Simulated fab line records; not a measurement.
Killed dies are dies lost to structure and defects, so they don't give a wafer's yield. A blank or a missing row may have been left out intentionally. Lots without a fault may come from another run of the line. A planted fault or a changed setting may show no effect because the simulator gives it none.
Code-filled problem report in 8D (eight disciplines) form :: flow nand-harc :: the parts of the form that need people (team, actions taken, sign-off) are left out

## 1. PROBLEM STATEMENT
thk-nm at NHARC_A_ONON_D1_THK_MEAS_30 reads a mean of 1690 nm on 6 wafers of 2 lots; wafers without a fault read 1000 nm with a standard deviation of 8.2. That is +84 standard deviations from the usual mean.
The step: measures by ellipsometry.
Seen first at day 11 16:35 on film-metro-02, wafer L472.3. The record has a number at this step for 39 wafers belonging to 13 lots. By rule, "out" or "out of limits" means more than 4 standard deviations away from the usual mean. Any other wafer with a number is counted as sound.

## 2. WHAT IT IS AND WHAT IT IS NOT
question: which readings at this step
is: thk-nm
is not: -

question: which lots
is: L472, L475
is not: L464, L467, L468, L471, L476, L478, L479, L482, L483, L485, L486

question: which wafers of those lots
is: all that have a number
is not: -

question: read on which gauges
is: film-metro-01, film-metro-02
is not: -

question: when
is: from day 11 16:35
is not: up to then (12 sound wafers); but 21 sound wafers of L476, L478, L479, L482, L483, L485, L486 came after

## 3. WHAT RULES OUT EACH SUSPECT
Counting: a tool at any process step up to the reading remains a suspect when it ran all the lots that are out and ran no sound lot after the first of those.
- the gauge at NHARC_A_ONON_D1_THK_MEAS_30: ruled out. The wafers that are out were read on 2 gauges (film-metro-01, film-metro-02).
- pecvd-onon-04 at NHARC_A_ONON_D1_DEP_28 (target thk 1000 nm): ruled out as a lasting fault. Following L472 (day 11 16:11), the first lot on it that is out, the sound lots L482, L483, L486 were run on it.
Left after counting: nothing in the record.

## 4. THE CAUSE (what the simulator had put in)
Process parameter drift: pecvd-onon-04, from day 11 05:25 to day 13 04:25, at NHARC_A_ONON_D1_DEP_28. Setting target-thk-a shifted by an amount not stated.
It was ruled out by counting, in error; the rule expects a fault to strike all lots run on its tool from its start on, and this fault did not.

## 5. THE EFFECT CHAIN, in route order
Rows list readings where the struck wafers' mean (over those with a number) sits beyond 3 standard deviations from the usual. Scope: only readings with a usual standard deviation given in the record; hours: median across lots of the time from each lot's start at the first step in this table that gives one to its start at this step; sigmas: change in usual standard deviations.
hours: 0
step: NHARC_A_ONON_D1_THK_MEAS_30
reading: thk-nm
usual: 1000 nm
on struck wafers: 1690
change: +690
sigmas: +84

hours: 382
step: NHARC_END_SORT_01
reading: killed-at-array
usual: 57
on struck wafers: 674
change: +618
sigmas: +32

hours: 382
step: NHARC_END_SORT_01
reading: killed-dies
usual: 62
on struck wafers: 677
change: +615
sigmas: +32

## 6. WHAT WOULD HAVE CAUGHT IT SOONER
Counted from the fault's start at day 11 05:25, it took 11 hours until the first out-of-limits reading at a measuring or inspecting step in this record, taken at day 11 16:35.
No tool reading at NHARC_A_ONON_D1_DEP_28 that has a usual standard deviation in the record was out on any struck wafer, so an alarm limit of 4 standard deviations on those readings would not have fired.
